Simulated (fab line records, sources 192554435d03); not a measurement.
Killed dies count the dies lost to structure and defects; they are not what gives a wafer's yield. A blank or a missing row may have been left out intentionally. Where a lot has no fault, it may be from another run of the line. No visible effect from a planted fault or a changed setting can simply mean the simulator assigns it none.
Split-lot experiment	flow n5_finfet	39 wafers read from 7 lots, route of 1938 steps

## THE SPLIT ITSELF
At N5_DUMMY_GATE_ETCH_32 (etches SiO2 in CF4, target depth 3.5 nm, time 3.9 s), the setting time_s was moved away from the recipe's 3.9 s on 12 of the 39 wafers read, by -23.8% to +17.8%. The other wafers ran this setting at the recipe's value.

The split's own step is where the reading is taken.

## THE READING
etch.depth_nm (the simulator's own value, which no gauge read), in nm, at N5_DUMMY_GATE_ETCH_32 (etches SiO2 in CF4, target depth 3.5 nm, time 3.9 s). There is no usual value for it anywhere in the file. Across the 27 wafers here that went through the recipe, the average is 3.521 nm and the standard deviation 0.081 nm.

wafer	tool, chamber at the split	time_s as run, s	against the recipe	etch.depth_nm, nm	against lot-mates on the recipe
L075.1	rie_si-05, 0	2.973	-23.8%	2.783	-0.787
L075.2	rie_si-05, 1	3.9	recipe	3.578	-
L075.3	rie_si-05, 3	3.9	recipe	3.595	-
L075.4	rie_si-05, 2	2.973	-23.8%	2.696	-0.874
L075.5	rie_si-05, 1	3.9	recipe	3.538	-
L075.6	rie_si-05, 0	2.973	-23.8%	2.785	-0.785
L078.1	rie_si-05, 0	3.9	recipe	3.668	-
L078.2	rie_si-05, 3	3.9	recipe	3.603	-
L078.3	rie_si-05, 2	3.9	recipe	3.542	-
L078.4	rie_si-05, 1	3.9	recipe	3.548	-
L078.5	rie_si-05, 0	3.9	recipe	3.653	-
L078.6	rie_si-05, 3	3.9	recipe	3.557	-
L079.1	rie_si-02, 0	3.9	recipe	3.445	-
L079.2	rie_si-02, 3	3.9	recipe	3.586	-
L079.3	rie_si-02, 1	3.9	recipe	3.403	-
L079.4	rie_si-02, 2	3.9	recipe	3.404	-
L079.5	rie_si-02, 1	3.9	recipe	3.399	-
L079.6	rie_si-02, 0	3.9	recipe	3.425	-
L080.1	rie_si-05, 1	3.9	recipe	3.554	-
L080.2	rie_si-05, 0	3.301	-15.4%	3.068	-0.465
L080.3	rie_si-05, 2	3.9	recipe	3.488	-
L080.4	rie_si-05, 3	3.301	-15.4%	3.023	-0.510
L080.5	rie_si-05, 0	3.301	-15.4%	3.096	-0.437
L080.6	rie_si-05, 3	3.9	recipe	3.558	-
L085.1	rie_si-02, 1	4.594	+17.8%	4.06	+0.546
L085.2	rie_si-02, 2	3.9	recipe	3.472	-
L085.3	rie_si-02, 0	4.594	+17.8%	4.102	+0.588
L085.4	rie_si-02, 3	3.9	recipe	3.606	-
L085.5	rie_si-02, 1	4.594	+17.8%	4.08	+0.566
L085.6	rie_si-02, 0	3.9	recipe	3.464	-
L087.1	rie_si-04, 3	3.9	recipe	3.569	-
L087.4	rie_si-04, 0	3.9	recipe	3.57	-
L087.5	rie_si-04, 1	3.9	recipe	3.445	-
L092.1	rie_si-02, 3	3.9	recipe	3.597	-
L092.2	rie_si-02, 2	4.55	+16.7%	4.002	+0.533
L092.3	rie_si-02, 0	4.55	+16.7%	4.015	+0.546
L092.4	rie_si-02, 1	3.9	recipe	3.391	-
L092.5	rie_si-02, 3	4.55	+16.7%	4.185	+0.716
L092.6	rie_si-02, 2	3.9	recipe	3.418	-

THE FIT
A straight line over all 39 wafers: etch.depth_nm changes by +0.0318 nm for each +1% of time_s; r = +0.98; the points scatter about the line by 0.076 nm.
The same after taking each lot's own level away (the mean of its wafers on the recipe; 39 wafers): +0.0335 nm for each +1%; r = +0.99; scatter 0.061 nm.
That fit puts the effect of the largest move of time_s on the reading at 0.8 nm.
Across the lots, their own levels run from 3.4437 to 3.5952 nm, a range of 1.9 times the standard deviation given above.
Hence the lot-to-lot level has little effect on the slope; both slopes agree.
Check: for one of the wafers moved furthest among these (-23.8%), held out of the fit, the line's prediction against its lot-mates is -0.794 nm. It came out at -0.787 nm against them.

## OTHER SPLITS APPLIED TO THESE WAFERS
Other splits were also applied to these wafers ahead of the reading. Each is held against what the fit with the lots' levels taken away leaves over:
other split on the same wafers	wafers away from the commonest value	r with etch.depth_nm (lot level and that fit taken away)
N5_DUMMY_GATE_ETCH_37 source_w	15	+0.07

## FILE'S OWN FIT
etch.depth_nm changes by +0.0335 nm for each +1% of time_s, r = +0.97.
